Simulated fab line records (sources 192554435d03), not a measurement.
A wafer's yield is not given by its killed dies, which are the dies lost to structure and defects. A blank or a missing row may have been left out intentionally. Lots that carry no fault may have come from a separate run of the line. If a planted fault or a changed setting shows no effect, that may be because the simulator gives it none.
fab line records    flow n5Finfet
record: lots: 9  wafers: 27  lastDay: 17
route steps=1938 shown BEOL_M1@775 BEOL_M4@1111 PASSIVATION@1936
lots that met no fault: from a run of the same line without faults
startH: the number of hours between the record's first day and the start of the first shown wafer of the lot    waitH: hours from the lot's prior step to this one    " the same as in the row above    L1.1+2: one row covering several wafers at once    - either no value or no given start    * or withheld: withheld    < > ~ a bound
route shown NAME@n: names a module that has steps shown in the file, with the first one's number in the route    usual: mean/standard deviation of fault-free wafers    same: alike in all rows    chamber/n: place in a boat    sites: each site's reading    _std_site: standard deviation across them    _edge_site: mean of outer sites minus mean of inner sites    radiusMm: how far each site lies from the wafer's centre    mask NAME#n: copy n    behind: the most recent tool/chamber to have shaped the wafer    hold: why the lot was held/for how many hours/how that ended    device: the n, p or np transistor that did not switch    end of line: the tests these same wafers got at the end of their route    a step without rows: its recipe alone    killed: count of dies lost to structure and defects at first sort (not the wafer's yield)    map: shows each die of a wafer: x if killed, . if not, _ if none is there
set.NAME: the setting as run; set.NAME@STEP: as run at that earlier step    model.NAME: the simulator's own value behind a step, which no gauge read
a sample of lots followed through the steps of the route, with each step as a table and each wafer as a row
services: when a tool's chamber went out of use (startH, in hours from the record's first day, below 0 if earlier), for how many hours, and the reason
== steps ==
step: N5_BEOL_M1_STRIP_19
recipe: chemistry: O2  powerW: 400  tempC: 40  pressureMtorr: 30  rfFrequencyHz: 6e+07  biasPowerW: 0  overashFraction: 0.2  o2FlowSccm: 225
usual: drypumpMotorCurrentA: 5.5/0.48  oesProductAu: 0.80/0.11  rfVppV: 3.6/0.45  showerheadPlenumPTorr: 2.11/0.071  throttleValvePct: 16.60/0.26
lot.wafer  tool        chamber  startH  waitH  drypumpMotorCurrentA  oesProductAu  rfHoursCounterH  rfVppV  showerheadPlenumPTorr  throttleValvePct
L707.1     rieDiel-02  1        159.03  0.1    5.6                   0.75          152              3.5     2.18                   16.78
L707.2     "           3        "       "      4.9                   0.87          35               3.6     2.04                   16.59
L707.5     "           1        "       "      5.6                   0.75          -                3.3     2.18                   16.77
L712.2     rieDiel-01  1        176.19  0.1    6.0                   1.00          2                3.7     2.06                   16.11
L712.3     "           0        "       "      5.3                   0.83          77               3.7     2.22                   16.66
L712.4     "           3        "       "      5.7                   0.70          193              3.7     2.16                   16.60
L714.1     rieDiel-01  2        190.56  0.1    5.4                   0.70          182              3.8     2.09                   16.85
L714.2     "           0        "       "      5.3                   0.82          81               3.9     2.22                   16.66
L714.3     "           3        "       "      5.7                   0.70          197              3.2     2.16                   16.60
L715.1     rieDiel-01  0        192.99  0.1    5.4                   0.82          83               3.8     2.22                   16.66
L715.2     "           1        "       "      6.0                   0.98          5                3.2     2.06                   16.11
L715.4     "           3        "       "      5.7                   0.70          199              3.9     2.16                   16.62
L716.1     rieDiel-04  3        204.12  0.1    5.9                   0.69          222              4.7     1.99                   17.10
L716.5     "           0        "       "      5.4                   0.92          -                3.5     2.06                   16.44
L716.6     "           1        "       "      5.1                   1.00          -                3.4     2.13                   16.16
L717.2     rieDiel-04  2        210.09  0.3    4.7                   0.88          33               4.1     2.21                   16.38
L717.3     "           3        "       "      5.9                   0.69          224              3.8     1.99                   17.10
L717.5     "           0        "       "      5.4                   0.92          -                3.5     2.06                   16.46
L721.1     rieDiel-04  0        232.22  0.1    5.4                   0.90          32               4.1     2.06                   16.47
L721.2     "           2        "       "      4.7                   0.87          40               3.5     2.21                   16.40
L721.4     "           1        "       "      5.1                   0.95          11               3.2     2.13                   16.18
L724.1     rieDiel-04  3        247.31  0.1    5.9                   0.68          236              3.4     1.99                   17.13
L724.2     "           1        "       "      5.1                   0.95          16               3.7     2.13                   16.16
L724.6     "           0        "       "      5.3                   0.89          -                4.2     2.06                   16.49
L725.1     rieDiel-04  3        251.66  0.1    5.9                   0.69          237              3.8     1.99                   17.12
L725.2     "           1        "       "      5.1                   0.96          16               3.7     2.12                   16.19
L725.5     "           1        "       "      5.1                   0.95          -                3.2     2.13                   16.20
step: N5_BEOL_M1_EXPOSE_25
recipe: maskId: V0  na: 0.33  sourceShape: quasar  sigmaInner: 0.2  sigmaOuter: 0.8  polarization: unpolarized  defocusNm: 5  targetCdNm: 24  doseMj: 63
lot.wafer   tool           chamber  startH  waitH  mask
L707.1+2+5  euvScanner-02  0        159.53  -      V0#0
L712.2+3+4  euvScanner-02  0        176.44  -      V0#0
L714.1+2+3  euvScanner-02  0        190.81  -      V0#0
L715.1+2+4  euvScanner-01  0        193.36  -      V0#0
L716.1+5+6  euvScanner-01  0        204.36  -      V0#0
L717.2+3+5  euvScanner-02  0        210.47  -      V0#0
L721.1+2+4  euvScanner-01  0        232.58  -      V0#0
L724.1+2+6  euvScanner-01  0        247.58  -      V0#0
L725.1+2+5  euvScanner-01  0        251.90  -      V0#0
step: N5_BEOL_M1_CD_MEAS_28
recipe: landingEnergyEv: 500  detector: seInlens  targetCdYNm: 23.3
usual: cdNm: 23.97/0.22
lot.wafer  tool      chamber  startH  waitH  cdNm
L707.1     cdSem-03  0        159.67  -      23.96
L707.2     "         0        "       "      23.81
L707.5     "         0        "       "      24.13
L712.2     cdSem-03  0        176.58  -      24.01
L712.3     "         0        "       "      24.09
L712.4     "         0        "       "      24.18
L714.1     cdSem-03  0        190.95  -      24.42
L714.2     "         0        "       "      20.17
L714.3     "         0        "       "      23.99
L715.1     cdSem-01  0        193.50  -      23.78
L715.2     "         0        "       "      23.57
L715.4     "         0        "       "      23.71
L716.1     cdSem-01  0        204.51  -      23.82
L716.5     "         0        "       "      23.97
L716.6     "         0        "       "      23.75
L717.2     cdSem-03  0        210.60  -      19.86
L717.3     "         0        "       "      23.89
L717.5     "         0        "       "      23.69
L721.1     cdSem-03  0        232.73  -      23.53
L721.2     "         0        "       "      23.70
L721.4     "         0        "       "      24.08
L724.1     cdSem-02  0        247.72  -      24.14
L724.2     "         0        "       "      24.19
L724.6     "         0        "       "      23.93
L725.1     cdSem-02  0        252.04  -      24.19
L725.2     "         0        "       "      23.74
L725.5     "         0        "       "      23.72
step: N5_BEOL_M1_ETCH_69
recipe: chemistry: CF4  target: SiARC  targetDepthA: 156  maskMaterial: CAR-EUV  timeS: 26  ionEnergyEv: 80  pressureMtorr: 40  sourceW: 545  biasW: 36  Ar_flow_sccm: 100  cf4FlowSccm: 100  ends: cleared
usual: drypumpMotorCurrentA: 5.5/0.45  etchRfOnTimeS: 25.6/0.71  oesProductAu: 0.68/0.09  rfVppV: 184.3/1.2  showerheadPlenumPTorr: 2.16/0.069  throttleValvePct: 15.57/0.26
lot.wafer  tool        chamber  startH  waitH  drypumpMotorCurrentA  etchRfOnTimeS  oesProductAu  rfHoursCounterH  rfVppV  showerheadPlenumPTorr  throttleValvePct
L707.1     rieDiel-01  0        159.85  0.0    5.3                   24.7           0.74          70               185.1   2.25                   15.49
L707.2     "           2        "       "      5.4                   26.6           0.61          172              184.2   2.13                   15.76
L707.5     "           2        "       "      5.4                   26.7           0.61          -                184.0   2.13                   15.74
L712.2     rieDiel-04  1        176.86  0.0    5.1                   25.9           0.58          250              184.2   2.19                   15.65
L712.3     "           3        "       "      5.9                   26.2           0.61          212              183.1   2.04                   15.99
L712.4     "           2        "       "      4.7                   24.8           0.79          21               184.2   2.29                   15.44
L714.1     rieDiel-02  3        191.13  0.0    5.0                   25.6           0.73          45               183.0   2.10                   15.65
L714.2     "           1        "       "      5.6                   25.2           0.63          162              186.0   2.24                   15.84
L714.3     "           2        "       "      5.1                   27.1           0.59          209              182.5   2.13                   15.54
L715.1     rieDiel-02  3        193.68  0.0    4.9                   25.6           0.74          46               184.7   2.10                   15.66
L715.2     "           2        "       "      5.1                   27.1           0.60          211              181.7   2.12                   15.55
L715.4     "           2        "       "      5.1                   27.1           0.59          -                184.9   2.13                   15.54
L716.1     rieDiel-01  1        204.68  0.0    6.0                   24.3           0.86          8                184.7   2.10                   15.03
L716.5     "           1        "       "      5.9                   24.4           0.85          -                182.4   2.10                   15.01
L716.6     "           2        "       "      5.4                   25.9           0.61          -                184.7   2.13                   15.78
L717.2     rieDiel-01  1        210.82  0.0    6.0                   24.6           0.84          10               183.4   2.10                   15.04
L717.3     "           0        "       "      5.3                   25.0           0.72          87               186.3   2.24                   15.53
L717.5     "           2        "       "      5.4                   26.3           0.60          -                182.7   2.12                   15.79
L721.1     rieDiel-04  3        232.90  0.0    5.9                   26.8           0.59          231              181.7   2.03                   16.04
L721.2     "           0        "       "      5.4                   25.8           0.77          33               183.2   2.10                   15.36
L721.4     "           1        "       "      5.1                   25.4           0.83          11               184.3   2.18                   15.16
L724.1     rieDiel-02  2        247.90  0.0    5.1                   27.1           0.58          229              183.9   2.12                   15.58
L724.2     "           3        "       "      5.0                   25.6           0.72          64               182.5   2.10                   15.68
L724.6     "           1        "       "      5.6                   25.2           0.63          -                184.7   2.23                   15.87
L725.1     rieDiel-04  2        252.22  0.0    4.7                   24.9           0.75          45               185.7   2.28                   15.48
L725.2     "           1        "       "      5.1                   25.1           0.82          16               183.1   2.18                   15.19
L725.5     "           0        "       "      5.4                   25.5           0.76          -                183.2   2.10                   15.37
step: N5_BEOL_M1_ETCH_70
recipe: chemistry: N2/H2  target: SOC  targetDepthA: 800  overetchA: 160  maskMaterial: SiARC  tempC: 40  timeS: 120  ionEnergyEv: 200  pressureMtorr: 30  sourceW: 840  biasW: 150  n2FlowSccm: 200  h2FlowSccm: 200
usual: drypumpMotorCurrentA: 5.4/0.46  oesProductAu: 0.61/0.075  rfVppV: 524.5/2.6  showerheadPlenumPTorr: 2.57/0.091  throttleValvePct: 17.74/0.27
lot.wafer  tool        chamber  startH  waitH  drypumpMotorCurrentA  oesProductAu  rfHoursCounterH  rfVppV  showerheadPlenumPTorr  throttleValvePct
L707.1     rieDiel-02  1        162.31  0.0    5.6                   0.57          153              526.4   2.62                   17.75
L707.2     "           0        "       "      6.5                   0.52          244              526.1   2.61                   17.81
L707.5     "           1        "       "      5.6                   0.57          -                526.4   2.62                   17.75
L712.2     rieDiel-01  3        178.71  0.0    5.7                   0.53          193              525.7   2.62                   17.65
L712.3     "           0        "       "      5.3                   0.63          78               526.5   2.68                   17.77
L712.4     "           2        "       "      5.4                   0.55          178              524.3   2.55                   18.11
L714.1     rieDiel-02  1        191.51  0.0    5.6                   0.57          162              527.1   2.62                   17.76
L714.2     "           2        "       "      5.1                   0.55          210              521.9   2.53                   17.79
L714.3     "           3        "       "      4.9                   0.66          45               522.6   2.48                   17.91
L715.1     rieDiel-01  3        194.79  0.0    5.7                   0.54          199              525.2   2.62                   17.66
L715.2     "           2        "       "      5.4                   0.55          184              524.0   2.55                   18.11
L715.4     "           1        "       "      6.0                   0.74          5                522.2   2.48                   17.10
L716.1     rieDiel-02  3        205.10  0.0    5.0                   0.65          50               523.6   2.48                   17.90
L716.5     "           3        "       "      5.0                   0.66          -                520.7   2.48                   17.92
L716.6     "           2        "       "      5.1                   0.55          -                524.7   2.53                   17.81
L717.2     rieDiel-01  3        215.44  0.0    5.7                   0.53          204              527.4   2.61                   17.67
L717.3     "           1        "       "      6.0                   0.73          11               522.8   2.47                   17.11
L717.5     "           0        "       "      5.3                   0.62          -                527.7   2.68                   17.81
L721.1     rieDiel-02  3        234.50  0.0    5.0                   0.65          59               522.8   2.48                   17.93
L721.2     "           0        "       "      6.5                   0.71          9                525.9   2.61                   17.33
L721.4     "           1        "       "      5.6                   0.56          177              526.2   2.61                   17.79
L724.1     rieDiel-01  3        250.26  0.0    5.7                   0.53          216              525.8   2.61                   17.71
L724.2     "           0        "       "      5.3                   0.61          100              528.0   2.67                   17.81
L724.6     "           3        "       "      5.7                   0.52          -                526.2   2.61                   17.70
L725.1     rieDiel-01  1        253.74  0.0    6.0                   0.71          22               522.6   2.47                   17.14
L725.2     "           2        "       "      5.5                   0.54          201              523.5   2.54                   18.14
L725.5     "           1        "       "      6.0                   0.71          -                523.3   2.47                   17.13
step: N5_BEOL_M4_RC_MEAS_101
usual: DIBL_N: 35.8/1.8  DIBL_P: 35.6/2  IOFF_N: 0.148/0.028  IOFF_P: 0.20/0.034  ION_N: 672/12  ION_P: 462/8.5  SS_N: 71.2/0.65  SS_P: 73.1/0.67  VT_N: 251/3.3  VT_P: -251/3.8
lot.wafer  tool       chamber  startH  waitH  DIBL_N[mV/V]  DIBL_P[mV/V]  IOFF_N[nA/um]  IOFF_P[nA/um]  ION_N[uA/um]  ION_P[uA/um]  SS_N[mV/dec]  SS_P[mV/dec]  VT_N[mV]  VT_P[mV]
L707.1     prober-01  0        199.23  0.0    36.3          37.7          0.161          0.19           686           464           71.5          72.9          250       -256
L707.2     "          0        "       "      35.4          38.2          0.152          0.20           674           463           71.5          72.6          252       -254
L707.5     "          0        "       "      36.7          37.9          0.165          0.19           671           461           71.0          73.1          250       -256
L712.2     prober-02  0        218.26  0.2    34.6          34.3          0.121          0.19           663           457           70.1          73.5          253       -249
L712.3     "          0        "       "      35.9          35.7          0.136          0.21           674           467           71.3          72.8          252       -247
L712.4     "          0        "       "      35.2          34.7          0.137          0.19           677           468           70.8          72.4          250       -249
L714.1     prober-01  0        231.54  0.0    35.1          34.7          0.135          0.18           666           458           71.8          71.9          252       -251
L714.3     "          0        "       "      34.7          34.5          0.150          0.18           697           468           70.6          72.7          248       -251
L715.1     prober-01  0        242.14  0.0    35.6          36.3          0.158          0.21           679           466           71.1          73.5          248       -252
L715.2     "          0        "       "      34.6          35.0          0.145          0.18           681           462           71.2          72.8          251       -250
L715.4     "          0        "       "      34.9          35.4          0.152          0.20           679           460           71.2          73.0          250       -249
L717.3     prober-01  0        245.01  0.3    34.6          34.7          0.142          0.21           671           473           70.9          72.8          252       -251
L717.5     "          0        "       "      34.2          35.1          0.134          0.21           673           463           70.0          72.3          249       -251
L716.1     prober-02  0        247.13  0.0    39.7          38.6          0.244          0.31           677           467           73.2          74.3          245       -242
L716.5     "          0        "       "      36.7          35.2          0.162          0.25           668           468           72.6          73.2          252       -243
L716.6     "          0        "       "      38.2          37.0          0.192          0.27           669           459           72.4          74.0          248       -248
L721.1     prober-01  0        267.31  0.0    38.5          39.8          0.191          0.25           679           463           72.1          73.7          248       -248
L721.2     "          0        "       "      35.8          34.5          0.137          0.17           663           454           71.6          73.0          252       -252
L721.4     "          0        "       "      35.6          36.1          0.146          0.18           683           466           71.5          73.1          251       -255
L724.1     prober-01  0        290.31  0.0    38.6          41.2          0.200          0.27           678           464           72.5          74.2          245       -247
L724.2     "          0        "       "      37.8          39.5          0.181          0.24           684           462           71.2          73.9          247       -249
L724.6     "          0        "       "      38.0          39.9          0.183          0.25           682           472           72.0          74.1          250       -247
L725.1     prober-02  0        306.87  0.0    35.8          35.0          0.147          0.19           677           463           71.3          72.4          250       -248
L725.2     "          0        "       "      38.4          37.4          0.197          0.24           691           478           71.6          72.5          246       -247
L725.5     "          0        "       "      35.3          33.1          0.138          0.18           682           464           71.0          71.9          254       -250
step: N5_PASSIVATION_PROBE_49
usual: defectLimitedYield: 91.3/1.5  killed_at_M0_to_M3: 34/11  killed_at_M4_up: 14/6.1  killedAtContacts: 12/5.9  killedAtFrontEnd: 39/11  killedAtOther: 4/3.3  killedDies: 102/18  killedOnRim: 13/3.8  killedOpen: 67/13  killedShort: 33/7.9  sort_bin_5_function: 5.1/1  sort_bin_6_memory: 3.3/0.7  sortNPass: 1077/19  sortYieldPct: 91.3/1.6
same: grossDies: 1180  killedAtBackSide: 0  sort_bin_4_leakage[%]: 0  sort_bin_8_speed[%]: 0
lot.wafer  tool       chamber  startH  waitH  defectLimitedYield[%]  killed_at_M0_to_M3  killed_at_M4_up  killedAtContacts  killedAtFrontEnd  killedAtOther  killedDies  killedOnRim  killedOpen  killedShort  sort_bin_5_function[%]  sort_bin_6_memory[%]  sortNPass  sortYieldPct[%]
L714.1     prober-01  -        328.07  0.0    91.0                   49                  9                6                 37                5              106         18           70          33           5.8                     2.8                   1074       91.0
L714.2     prober-01  -        328.12  0.1    31.7                   714                 14               17                40                21             806         57           94          48           63.2                    4.7                   374        31.7
L714.3     prober-01  -        328.17  0.1    89.7                   59                  13               16                24                9              121         13           80          41           5.4                     4.2                   1059       89.7
L717.2     prober-01  -        343.66  0.1    5.7                    1035                16               19                34                9              1113        120          86          32           89.7                    4.4                   67         5.7
L717.3     prober-01  -        343.71  0.1    90.4                   44                  22               13                28                6              113         15           83          27           6.3                     3.1                   1067       90.4
L717.5     prober-01  -        343.81  0.2    90.7                   45                  18               12                25                10             110         13           73          35           5.0                     3.9                   1070       90.7
L724.1     prober-01  -        386.67  0.0    93.9                   36                  3                6                 25                2              72          6            43          29           3.4                     2.6                   1108       93.9
L724.2     prober-01  -        386.72  0.1    93.6                   32                  10               11                20                2              75          8            53          22           3.8                     2.5                   1105       93.6
L724.6     prober-01  -        386.92  0.3    89.7                   36                  5                22                54                4              121         20           74          43           5.8                     4.0                   1059       89.7
killed by level:class
L714.1 BEOL_M0_SAQP:geometricParticle:open=12 GATE_CUT:geometricParticle:open=12 BEOL_M1:geometricParticle:open=8 BEOL_M0:geometricParticle:open=7 FIN_SAQP:geometricParticle:open=6 BEOL_M0_SAQP:geometricParticle:short=6 BEOL_M1:geometricParticle:short=6 GATE_CUT:geometricParticle:short=5
L714.2 BEOL_M1:areaExpose=664 MOL_CONTACT_COAG:geometricParticle:open=14 BEOL_M0_SAQP:geometricParticle:short=11 STI_FIN_REVEAL:geometricParticle:open=9 BEOL_M1:geometricParticle:open=9 BEOL_M0_SAQP:geometricParticle:open=9 BEOL_M3:geometricParticle:open=7 FIN_SAQP:geometricParticle:open=5
L714.3 MOL_CONTACT_COAG:geometricParticle:open=13 BEOL_M0_SAQP:geometricParticle:open=13 BEOL_M0_SAQP:geometricParticle:short=11 BEOL_M3:geometricParticle:open=11 BEOL_M1:geometricParticle:open=10 BEOL_M1:geometricParticle:short=7 DUMMY_GATE:geometricParticle:open=5 GATE_CUT:geometricParticle:short=4
L717.2 BEOL_M1:areaExpose=995 MOL_CONTACT_COAG:geometricParticle:open=16 BEOL_M3:geometricParticle:open=14 FIN_SAQP:geometricParticle:open=9 BEOL_M0_SAQP:geometricParticle:short=8 STI_FIN_REVEAL:geometricParticle:open=7 BEOL_M4:geometricParticle:open=7 BEOL_M0_SAQP:geometricParticle:open=6
L717.3 BEOL_M3:geometricParticle:open=18 MOL_CONTACT_COAG:geometricParticle:open=8 BEOL_M0_SAQP:geometricParticle:open=8 FIN_SAQP:geometricParticle:open=7 STI_FIN_REVEAL:geometricParticle:open=7 BEOL_M4:geometricParticle:open=7 STARTING-WAFER:geometricParticle:short=6 MOL_CONTACT_COAG:geometricParticle:short=5
L717.5 BEOL_M0_SAQP:geometricParticle:open=14 BEOL_M4:geometricParticle:open=12 BEOL_M0_SAQP:geometricParticle:short=10 MOL_CONTACT_COAG:geometricParticle:open=9 BEOL_M3:geometricParticle:open=9 FIN_SAQP:geometricParticle:short=7 BEOL_M2:geometricParticle:open=6 GATE_CUT:geometricParticle:open=5
L724.1 BEOL_M0_SAQP:geometricParticle:short=10 BEOL_M1:geometricParticle:open=7 BEOL_M0_SAQP:geometricParticle:open=6 STI_FIN_REVEAL:geometricParticle:open=4 MOL_CONTACT_COAG:geometricParticle:open=4 STARTING-WAFER:geometricParticle:open=4 FIN_SAQP:geometricParticle:open=3 FIN_SAQP:geometricParticle:short=3
L724.2 BEOL_M0_SAQP:geometricParticle:short=10 MOL_CONTACT_COAG:geometricParticle:open=9 BEOL_M0_SAQP:geometricParticle:open=7 BEOL_M1:geometricParticle:open=6 DUMMY_GATE:geometricParticle:open=5 FIN_SAQP:geometricParticle:open=4 FIN_SAQP:geometricParticle:short=3 STI_FIN_REVEAL:geometricParticle:open=3
L724.6 FIN_SAQP:geometricParticle:open=16 BEOL_M0_SAQP:geometricParticle:short=16 BEOL_M0_SAQP:geometricParticle:open=15 MOL_CONTACT_COAG:geometricParticle:open=15 STI_FIN_REVEAL:geometricParticle:open=11 GATE_CUT:geometricParticle:short=6 FIN_SAQP:geometricParticle:short=6 DUMMY_GATE:geometricParticle:open=5
== services ==
tool           chamber  startH  hours  kind
euvScanner-01  -        145.95  8.0    pm
rieDiel-01     1        151.64  -      clean
rieDiel-01     1        151.64  -      consumableReplace:focusRing
rieDiel-01     1        151.64  17.7   scheduledDown
rieDiel-01     1        151.64  17.7   ventCycle
euvScanner-02  -        157.43  1.0    pm
euvScanner-01  -        159.88  1.0    pm
euvScanner-01  -        161.50  0.3    repair
rieDiel-04     1        178.16  -      clean
rieDiel-04     1        178.16  -      consumableReplace:focusRing
rieDiel-04     1        178.16  17.2   scheduledDown
rieDiel-04     1        178.16  17.2   ventCycle
euvScanner-02  -        181.99  1.9    repair
rieDiel-02     0        185.57  -      clean
rieDiel-02     0        185.57  -      consumableReplace:focusRing
rieDiel-02     0        185.57  15.5   scheduledDown
rieDiel-02     0        185.57  15.5   ventCycle
rieDiel-01     1        187.31  5.4    repair
euvScanner-01  0        195.27  -      calibration
euvScanner-02  0        212.14  -      calibration
euvScanner-02  -        215.68  1.0    pm
euvScanner-01  -        218.13  0.9    repair
rieDiel-02     0        227.10  2.8    repair
euvScanner-02  -        231.38  24.5   repair
== key ==
firstSign: step: N5_BEOL_M1_CD_MEAS_28  reading: cdNm  direction: down  sigmas: 18  usual: 23.97  struck: 20.01
effect: step: N5_PASSIVATION_PROBE_49  reading: killed_at_M0_to_M3  direction: up  sigmas: 75  usual: 34  struck: 874
moreKillsBornAt: N5_BEOL_M1_EXPOSE_25@euvScanner-02: 1659
metAt N5_BEOL_M1_EXPOSE_25
struckLots L714,L717
struckWafers L714.2,L717.2
laterRowsLeftOut L714.2,L717.2
notActingAt N5_BEOL_M1_STRIP_19,N5_BEOL_M1_ETCH_69,N5_BEOL_M1_ETCH_70
onsetBetween 176.44 190.81
fault: kind: processParameterDrift  tool: euvScanner-02  chamber: -  onsetH: 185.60  steps: N5_BEOL_M1_EXPOSE_25  channel: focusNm  offset: 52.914  shape: step  endH: 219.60  scope: struckWafersOnly
laterRowsLeftOut: the simulator's readings of these wafers behind a module that went badly wrong aren't trusted and aren't shown, but for the sort
